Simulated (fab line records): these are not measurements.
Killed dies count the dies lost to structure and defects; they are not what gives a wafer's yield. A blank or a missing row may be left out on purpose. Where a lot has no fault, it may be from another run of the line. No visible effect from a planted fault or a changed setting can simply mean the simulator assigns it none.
Chamber matching || flow n5Finfet || aldSin-01 running N5_MOL_CONTACT_COAG_ALD_133: 4 sister chambers
The step deposits SiO2, target thk 5 nm, pulse time 1 s, co reactant pulse time 1 s. 14 wafers are shown with their chamber, then 7 later ones without.

EACH WAFER AND ITS CHAMBER
{"wafer": "L074.2", "chamber": 0, "heaterPowerW (W)": 79, "chamberPressureTorr (Torr)": 2.005, "susceptorTempC (C)": 99.93}
{"wafer": "L074.3", "chamber": 1, "heaterPowerW (W)": 82, "chamberPressureTorr (Torr)": 2.003, "susceptorTempC (C)": 100.01}
{"wafer": "L074.4", "chamber": 3, "heaterPowerW (W)": 74, "chamberPressureTorr (Torr)": 1.990, "susceptorTempC (C)": 99.92}
{"wafer": "L078.2", "chamber": 3, "heaterPowerW (W)": 75, "chamberPressureTorr (Torr)": 2.004, "susceptorTempC (C)": 100.13}
{"wafer": "L078.5", "chamber": 1, "heaterPowerW (W)": 84, "chamberPressureTorr (Torr)": 1.996, "susceptorTempC (C)": 100.11}
{"wafer": "L078.6", "chamber": 0, "heaterPowerW (W)": 78, "chamberPressureTorr (Torr)": 1.996, "susceptorTempC (C)": 100.20}
{"wafer": "L079.2", "chamber": 2, "heaterPowerW (W)": 97, "chamberPressureTorr (Torr)": 1.995, "susceptorTempC (C)": 99.89}
{"wafer": "L079.4", "chamber": 1, "heaterPowerW (W)": 82, "chamberPressureTorr (Torr)": 2.015, "susceptorTempC (C)": 100.10}
{"wafer": "L079.6", "chamber": 1, "heaterPowerW (W)": 86, "chamberPressureTorr (Torr)": 2.000, "susceptorTempC (C)": 99.86}
{"wafer": "L088.2", "chamber": 2, "heaterPowerW (W)": 98, "chamberPressureTorr (Torr)": 1.998, "susceptorTempC (C)": 100.17}
{"wafer": "L088.3", "chamber": 0, "heaterPowerW (W)": 78, "chamberPressureTorr (Torr)": 2.002, "susceptorTempC (C)": 100.20}
{"wafer": "L088.6", "chamber": 1, "heaterPowerW (W)": 82, "chamberPressureTorr (Torr)": 2.001, "susceptorTempC (C)": 100.14}
{"wafer": "L093.1", "chamber": 3, "heaterPowerW (W)": 75, "chamberPressureTorr (Torr)": 1.998, "susceptorTempC (C)": 100.12}
{"wafer": "L093.5", "chamber": 2, "heaterPowerW (W)": 97, "chamberPressureTorr (Torr)": 2.002, "susceptorTempC (C)": 99.97}

SIGNATURES, as means of the wafers listed above
{"reading": "heaterPowerW", "chamber 0": 78.33, "chamber 1": 83.20, "chamber 2": 97.33, "chamber 3": 74.67, "scatter within a chamber": 1.22}
{"reading": "chamberPressureTorr", "chamber 0": 2.00100, "chamber 1": 2.00300, "chamber 2": 1.99833, "chamber 3": 1.99733, "scatter within a chamber": 0.00609}
{"reading": "susceptorTempC", "chamber 0": 100.1100, "chamber 1": 100.0440, "chamber 2": 100.0100, "chamber 3": 100.0567, "scatter within a chamber": 0.13}
Rule: a wafer's distance from a chamber is the root of the sum, over the readings, of the square of ((its reading less the chamber's mean) divided by the reading's scatter). If the next closest chamber is less than 2 further off than the closest, the wafer can't be placed; otherwise it belongs to the closest. The scatter: take each reading less its chamber's mean, square it, sum over the shown wafers, divide by the number of wafers less the number of chambers, and take the root.

WAFERS MISSING THEIR CHAMBER
{"wafer": "L093.6", "heaterPowerW (W)": 84, "chamberPressureTorr (Torr)": 2.000, "susceptorTempC (C)": 99.89}
{"wafer": "L096.1", "heaterPowerW (W)": 83, "chamberPressureTorr (Torr)": 1.996, "susceptorTempC (C)": 100.13}
{"wafer": "L096.4", "heaterPowerW (W)": 74, "chamberPressureTorr (Torr)": 1.989, "susceptorTempC (C)": 100.07}
{"wafer": "L096.6", "heaterPowerW (W)": 78, "chamberPressureTorr (Torr)": 1.999, "susceptorTempC (C)": 99.90}
{"wafer": "L097.1", "heaterPowerW (W)": 99, "chamberPressureTorr (Torr)": 1.992, "susceptorTempC (C)": 99.73}
{"wafer": "L097.2", "heaterPowerW (W)": 79, "chamberPressureTorr (Torr)": 1.993, "susceptorTempC (C)": 100.13}
{"wafer": "L097.4", "heaterPowerW (W)": 75, "chamberPressureTorr (Torr)": 2.002, "susceptorTempC (C)": 99.94}

WHICH CHAMBER EACH ONE RAN IN
{"wafer": "L093.6", "from the rows above": 1, "in truth": 1}
{"wafer": "L096.1", "from the rows above": 1, "in truth": 1}
{"wafer": "L096.4", "from the rows above": 3, "in truth": 3}
{"wafer": "L096.6", "from the rows above": "can't be placed: 0 or 3", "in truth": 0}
{"wafer": "L097.1", "from the rows above": 2, "in truth": 2}
{"wafer": "L097.2", "from the rows above": 0, "in truth": 0}
{"wafer": "L097.4", "from the rows above": "can't be placed: 3 or 0", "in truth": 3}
Correctly placed: 5 of 7. Cannot be placed on the basis of these rows: 2; the candidates contain the true chamber in 2. Wrongly placed: 0.
